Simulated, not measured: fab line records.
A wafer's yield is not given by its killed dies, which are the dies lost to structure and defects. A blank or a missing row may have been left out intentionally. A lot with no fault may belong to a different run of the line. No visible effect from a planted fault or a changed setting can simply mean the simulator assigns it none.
What tool caused it?    flow nand_harc    14 lots with 42 wafers sampled at 3 steps, on a route of 1302 steps

## WHAT THE GAUGES READ, wafer by wafer
NHARC_P_STI_OVL_MEAS_10. Usual: overlay_x_nm 0 nm, standard deviation 6; overlay_y_nm 1 nm, standard deviation 6.5.
lot   measured      on          overlay_x_nm (nm)  overlay_y_nm (nm)  flag
L545  day 2 22:25   overlay-01  -9 -10 -10         10 11 10           
L546  day 3 06:55   overlay-02  -5 -5 -5           8 8 8              
L547  day 3 18:04   overlay-02  4 3 3              -4 -3 -3           
L548  day 4 02:38   overlay-01  8 9 8              -9 -8 -8           
L549  day 4 12:12   overlay-02  2 1 1              -11 -11 -12        
L550  day 4 23:28   overlay-01  -2 -2 -3           -3 -2 -2           
L551  day 5 11:44   overlay-01  11 9 10            -6 -6 -6           
L552  day 5 17:35   overlay-01  5 5 5              2 1 2              
L554  day 6 15:56   overlay-01  6 5 6              10 10 10           
L564  day 10 17:00  overlay-01  - - -              - - -              OFF
L565  day 11 04:57  overlay-02  - - -              - - -              OFF
L566  day 11 13:34  overlay-02  2 3 2              8 8 8              
L567  day 12 00:50  overlay-01  7 6 6              -4 -3 -4           
L568  day 12 11:51  overlay-02  0 0 -1             6 6 5              

## EACH LOT AND THE TOOL THAT RAN IT (in order: tool; ch and the chambers of the sampled wafers; start)
lot   NHARC_P_ZERO_WELL_DESCUM_26        NHARC_P_STI_EXPOSE_06
L545  rie_diel-04 ch 1,2,3, day 1 22:50  krf_scanner-01 ch 0, day 2 22:10
L546  rie_diel-08 ch 0,1, day 2 08:45    krf_scanner-02 ch 0, day 3 06:41
L547  rie_diel-04 ch 2,3, day 2 22:26    krf_scanner-02 ch 0, day 3 17:50
L548  rie_diel-11 ch 0,3, day 3 05:05    krf_scanner-01 ch 0, day 4 02:25
L549  rie_diel-04 ch 0,2,3, day 3 14:38  krf_scanner-02 ch 0, day 4 11:58
L550  rie_diel-08 ch 0,1,2, day 4 00:46  krf_scanner-01 ch 0, day 4 23:13
L551  rie_diel-04 ch 1,3, day 4 10:58    krf_scanner-02 ch 0, day 5 11:30
L552  rie_diel-11 ch 0,1,3, day 4 20:40  krf_scanner-03 ch 0, day 5 17:21
L554  rie_diel-04 ch 0,2,3, day 5 17:03  krf_scanner-03 ch 0, day 6 15:42
L564  rie_diel-11 ch 0,1,3, day 9 20:47  krf_scanner-03, day 10 16:46
L565  rie_diel-04 ch 0,1, day 10 06:46   krf_scanner-02, day 11 04:43
L566  rie_diel-04 ch 1,3, day 10 16:37   krf_scanner-01 ch 0, day 11 13:19
L567  rie_diel-08 ch 0,1, day 11 02:44   krf_scanner-02 ch 0, day 12 00:37
L568  rie_diel-08 ch 2,3, day 11 12:40   krf_scanner-02 ch 0, day 12 11:37
- NHARC_P_ZERO_WELL_DESCUM_26: chemistry O2, time 3 s.
- NHARC_P_STI_EXPOSE_06: exposes mask P STI, target cd 200 nm.

## AS READ BY THE TOOLS THEMSELVES (means over the sampled wafers that have a number; for cases with no such wafer, the mark the record gives instead)
NHARC_P_ZERO_WELL_DESCUM_26. Usual: chamber_pressure_mTorr 59.99 mTorr, standard deviation 0.054; drypump_motor_current_A 5.9 A, standard deviation 0.51; mfc_ar_sccm 0.009 sccm, standard deviation 0.012; oes_product_au 0.998 a.u., standard deviation 0.0095; rf_vpp_V 57.7 V, standard deviation 0.87; showerhead_plenum_p_Torr 1.89 Torr, standard deviation 0.043; throttle_valve_pct 11.312 %, standard deviation 0.0099.
lot   tool         chamber_pressure_mTorr (mTorr)  drypump_motor_current_A (A)  mfc_ar_sccm (sccm)  oes_product_au (a.u.)  rf_vpp_V (V)  showerhead_plenum_p_Torr (Torr)  throttle_valve_pct (%)  flag
L545  rie_diel-04  59.97                           6.1                          0.013               1.005                  59.3          1.87                             11.317                  
L546  rie_diel-08  59.96                           5.1                          0.009               1.001                  58.0          1.94                             11.316                  
L547  rie_diel-04  60.00                           6.3                          0.023               0.999                  56.4          1.85                             11.305                  
L548  rie_diel-11  60.03                           5.8                          0.000               0.992                  57.4          1.91                             11.308                  
L549  rie_diel-04  60.00                           6.2                          0.021               1.000                  57.4          1.88                             11.319                  
L550  rie_diel-08  59.98                           5.3                          0.009               0.998                  57.1          1.93                             11.311                  
L551  rie_diel-04  59.99                           5.7                          0.002               1.017                  56.8          1.90                             11.317                  
L552  rie_diel-11  59.99                           5.7                          0.000               0.990                  58.7          1.92                             11.303                  
L554  rie_diel-04  59.98                           6.2                          0.021               1.003                  57.9          1.87                             11.305                  
L564  rie_diel-11  60.00                           5.7                          0.000               0.994                  57.8          1.90                             11.321                  
L565  rie_diel-04  60.02                           6.3                          0.017               0.997                  57.7          1.93                             11.313                  
L566  rie_diel-04  60.02                           5.7                          0.002               0.996                  57.6          1.88                             11.308                  
L567  rie_diel-08  59.98                           5.1                          0.009               0.997                  57.6          1.92                             11.311                  
L568  rie_diel-08  60.03                           6.1                          0.015               0.987                  57.8          1.85                             11.311                  

NHARC_P_STI_EXPOSE_06. Usual: exposure_dose_mJ_cm2 37.69, standard deviation 0.037; focus_offset_nm 0.0 nm, standard deviation 0.57; stage_vel_mm_s 500.02 mm/s, standard deviation 0.27.
lot   tool            exposure_dose_mJ_cm2  focus_offset_nm (nm)  stage_vel_mm_s (mm/s)  flag
L545  krf_scanner-01  37.64                 -0.7                  499.92                 
L546  krf_scanner-02  37.70                 0.1                   500.01                 
L547  krf_scanner-02  37.68                 -0.7                  499.78                 
L548  krf_scanner-01  37.74                 -0.3                  500.03                 
L549  krf_scanner-02  37.67                 0.1                   499.95                 
L550  krf_scanner-01  37.68                 0.4                   499.83                 
L551  krf_scanner-02  37.71                 0.3                   499.60                 
L552  krf_scanner-03  37.67                 0.3                   500.21                 
L554  krf_scanner-03  37.74                 -0.6                  499.96                 
L564  krf_scanner-03  -                     -                     -                      OFF
L565  krf_scanner-02  -                     -                     -                      OFF
L566  krf_scanner-01  37.68                 -0.3                  499.97                 
L567  krf_scanner-02  37.75                 0.3                   500.23                 
L568  krf_scanner-02  37.70                 0.0                   500.13                 

## THE ANSWER, worked out from the rows above alone
Rule: lot off if the mean of its wafers having a number is beyond 3 standard deviations from the usual mean. Also off: a lot with no number at a reading for which 4 or more lots have one. All remaining lots with rows at the step are treated as sound. The gauges are gone through in route order, then the tools' own readings, and for those a lot's mean is taken as printed above. At the first step where some lot is off, the reading lying furthest off is the one used; lots without a number count as furthest.
Off: L564, L565 (NHARC_P_STI_OVL_MEAS_10, overlay_x_nm). Without a number there: L564, L565.
If a tool, at a process step before that reading, ran all the lots that are off and no sound lot after the first of them, it fits. The gauges at NHARC_P_STI_OVL_MEAS_10 aren't tried: what is off there is off at NHARC_P_STI_EXPOSE_06 too, on other tools, and a gauge's error can't cause that. Not one of the candidates tried fits.

## WHAT THE SIMULATOR HAD INSERTED
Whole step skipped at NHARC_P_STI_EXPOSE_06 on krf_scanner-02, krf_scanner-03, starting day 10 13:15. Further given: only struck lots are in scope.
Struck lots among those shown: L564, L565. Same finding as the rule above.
